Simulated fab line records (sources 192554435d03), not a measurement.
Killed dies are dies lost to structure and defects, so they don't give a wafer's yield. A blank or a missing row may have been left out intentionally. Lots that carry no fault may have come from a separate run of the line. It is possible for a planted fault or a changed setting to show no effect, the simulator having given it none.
Chamber matching + flow n5Finfet + 4 sister chambers for N5_MOL_CONTACT_COAG_ETCHBACK_135 on rieDiel-02
The step etches SiO2 in CHF3, target depth 25 nm, time 16.7 s. 22 wafers are shown with their chamber, then 11 later ones without.

== EACH WAFER AND ITS CHAMBER ==
| wafer  | chamber | drypumpMotorCurrentA (A) | showerheadPlenumPTorr (Torr) | rfVppV (V) |
|--------|---------|--------------------------|------------------------------|------------|
| L074.1 | 0       | 5.7                      | 2.28                         | 530        |
| L074.2 | 2       | 5.9                      | 2.47                         | 510        |
| L074.3 | 1       | 5.0                      | 2.44                         | 515        |
| L080.1 | 3       | 5.4                      | 2.42                         | 521        |
| L080.4 | 0       | 5.7                      | 2.28                         | 530        |
| L080.6 | 2       | 5.9                      | 2.46                         | 512        |
| L085.2 | 3       | 5.4                      | 2.41                         | 520        |
| L085.4 | 0       | 5.7                      | 2.27                         | 528        |
| L085.6 | 0       | 5.7                      | 2.27                         | 529        |
| L088.2 | 2       | 5.9                      | 2.46                         | 512        |
| L088.5 | 2       | 5.9                      | 2.46                         | 510        |
| L088.6 | 3       | 5.4                      | 2.41                         | 520        |
| L089.3 | 1       | 5.0                      | 2.43                         | 515        |
| L089.4 | 3       | 5.4                      | 2.41                         | 520        |
| L089.5 | 0       | 5.7                      | 2.27                         | 529        |
| L091.1 | 2       | 5.9                      | 2.45                         | 512        |
| L091.3 | 0       | 5.7                      | 2.27                         | 528        |
| L091.4 | 1       | 4.9                      | 2.43                         | 515        |
| L092.2 | 3       | 5.4                      | 2.41                         | 521        |
| L092.5 | 0       | 5.7                      | 2.27                         | 529        |
| L092.6 | 3       | 5.4                      | 2.41                         | 521        |
| L093.1 | 3       | 5.4                      | 2.41                         | 520        |

SIGNATURES, as means of the wafers listed above
| reading               | chamber 0 | chamber 1 | chamber 2 | chamber 3 | scatter within a chamber |
|-----------------------|-----------|-----------|-----------|-----------|--------------------------|
| drypumpMotorCurrentA  | 5.700     | 4.967     | 5.900     | 5.400     | 0.0192                   |
| showerheadPlenumPTorr | 2.2729    | 2.4333    | 2.4600    | 2.4114    | 0.00525                  |
| rfVppV                | 529.00    | 515.00    | 511.20    | 520.43    | 0.764                    |
Rule: distance of a wafer from a chamber = root of the sum over the readings of ((wafer's reading minus chamber's mean) / reading's scatter) squared. The wafer belongs to the nearest chamber; if the next one is less than 2 further off, it can't be placed. The scatter is the square root of a quotient: the sum, over the shown wafers, of each reading's squared deviation from its chamber's mean, divided by wafers minus chambers.

== WAFERS WHOSE CHAMBER IS MISSING ==
| wafer  | drypumpMotorCurrentA (A) | showerheadPlenumPTorr (Torr) | rfVppV (V) |
|--------|--------------------------|------------------------------|------------|
| L093.2 | 5.0                      | 2.43                         | 515        |
| L093.3 | 5.9                      | 2.45                         | 512        |
| L094.4 | 5.0                      | 2.43                         | 515        |
| L094.5 | 5.9                      | 2.45                         | 510        |
| L094.6 | 5.0                      | 2.43                         | 514        |
| L095.2 | 5.9                      | 2.45                         | 510        |
| L095.4 | 5.4                      | 2.41                         | 520        |
| L095.5 | 5.6                      | 2.27                         | 529        |
| L097.4 | 5.0                      | 2.43                         | 514        |
| L097.5 | 5.4                      | 2.40                         | 521        |
| L097.6 | 5.9                      | 2.45                         | 511        |

== WHICH CHAMBER EACH ONE RAN IN ==
| wafer  | from the rows above | in truth |
|--------|---------------------|----------|
| L093.2 | 1                   | 1        |
| L093.3 | 2                   | 2        |
| L094.4 | 1                   | 1        |
| L094.5 | 2                   | 2        |
| L094.6 | 1                   | 1        |
| L095.2 | 2                   | 2        |
| L095.4 | 3                   | 3        |
| L095.5 | 0                   | 0        |
| L097.4 | 1                   | 1        |
| L097.5 | 3                   | 3        |
| L097.6 | 2                   | 2        |
11 of 11 placed correctly. Not placeable from these rows: 0. Wrongly placed: 0.
